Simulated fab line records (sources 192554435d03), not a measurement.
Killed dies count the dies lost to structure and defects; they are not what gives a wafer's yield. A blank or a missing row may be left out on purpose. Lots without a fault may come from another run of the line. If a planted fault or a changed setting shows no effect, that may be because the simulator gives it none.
2 desks looking at one fault || flow n5Finfet || every desk sees just its own numbers, and what lay behind them comes last

## DESK OF THE TOOL OWNER: rieDiel-03
The tool's own readings at N5_BEOL_M8_ETCH_41 (etches SiCN in CH3F/O2, target depth 31.9 nm, time 57.8 s): means of the sampled wafers that have a number, for each lot that ran on this tool. The brackets show how far a lot's mean lies from the usual mean; more than 4 standard deviations puts the lot out of limits, marked OUT.
Columns: A = drypumpMotorCurrentA at N5_BEOL_M8_ETCH_41, usual 6.0 A; B = oesProductAu at N5_BEOL_M8_ETCH_41, usual 0.80 a.u.; C = rfVppV at N5_BEOL_M8_ETCH_41, usual 297.3 V; D = showerheadPlenumPTorr at N5_BEOL_M8_ETCH_41, usual 2.00 Torr; E = throttleValvePct at N5_BEOL_M8_ETCH_41, usual 16.24 %
{"lot": "L204", "first seen here": "day 10 15:46", "A": 5.8, "B": 0.75, "C": 298.0, "D": 2.03, "E": 16.71}
{"lot": "L205", "first seen here": "day 11 01:42", "A": 6.2, "B": 0.78, "C": 295.8, "D": 1.96, "E": 16.19}
{"lot": "L209", "first seen here": "day 12 11:16", "A": 6.0, "B": 0.84, "C": 296.3, "D": 1.99, "E": 16.33}
{"lot": "L211", "first seen here": "day 12 17:34", "A": 5.7, "B": 0.89, "C": 296.9, "D": 1.99, "E": 16.42}
{"lot": "L210", "first seen here": "day 12 22:10", "A": 6.0, "B": 0.82, "C": 297.4, "D": 1.99, "E": 16.35}
{"lot": "L214", "first seen here": "day 14 00:03", "A": 6.3, "B": 1.03, "C": 297.6, "D": 1.99, "E": 16.30}
{"lot": "L216", "first seen here": "day 14 04:05", "A": 6.0, "B": 0.92, "C": 296.7, "D": 1.99, "E": 16.37}
This desk's finding: nothing out of limits on any of the 7 lots.

## AT THE METROLOGY DESK
Lot by lot, what the gauges showed, no matter which tool ran the lot: averages of those sampled wafers that carry a number. The brackets show how far a lot's mean lies from the usual mean; more than 4 standard deviations puts the lot out of limits, marked OUT.
Columns: A = cdNm at N5_BEOL_M8_CD_MEAS_35, usual 40.1 nm
{"lot": "L201", "first seen here": "day 9 19:05", "A": 40.4}
{"lot": "L204", "first seen here": "day 10 16:04", "A": 40.5}
{"lot": "L205", "first seen here": "day 11 01:59", "A": 40.0}
{"lot": "L209", "first seen here": "day 12 11:32", "A": 40.1}
{"lot": "L211", "first seen here": "day 12 17:51", "A": 39.3}
{"lot": "L210", "first seen here": "day 12 22:27", "A": 40.5}
{"lot": "L214", "first seen here": "day 14 00:20", "A": 40.1}
{"lot": "L216", "first seen here": "day 14 04:22", "A": 40.5}
{"lot": "L221", "first seen here": "day 15 08:31", "A": 40.1}
{"lot": "L219", "first seen here": "day 15 08:52", "A": 40.3}
{"lot": "L220", "first seen here": "day 15 11:16", "A": 40.4}
This desk's finding: nothing out of limits on any of the 11 lots.

## TAKEN TOGETHER
Nothing out of limits was seen by the tool owner's desk.
Nothing out of limits was seen by the metrology desk.

## WHAT THE SIMULATOR HAD PUT IN
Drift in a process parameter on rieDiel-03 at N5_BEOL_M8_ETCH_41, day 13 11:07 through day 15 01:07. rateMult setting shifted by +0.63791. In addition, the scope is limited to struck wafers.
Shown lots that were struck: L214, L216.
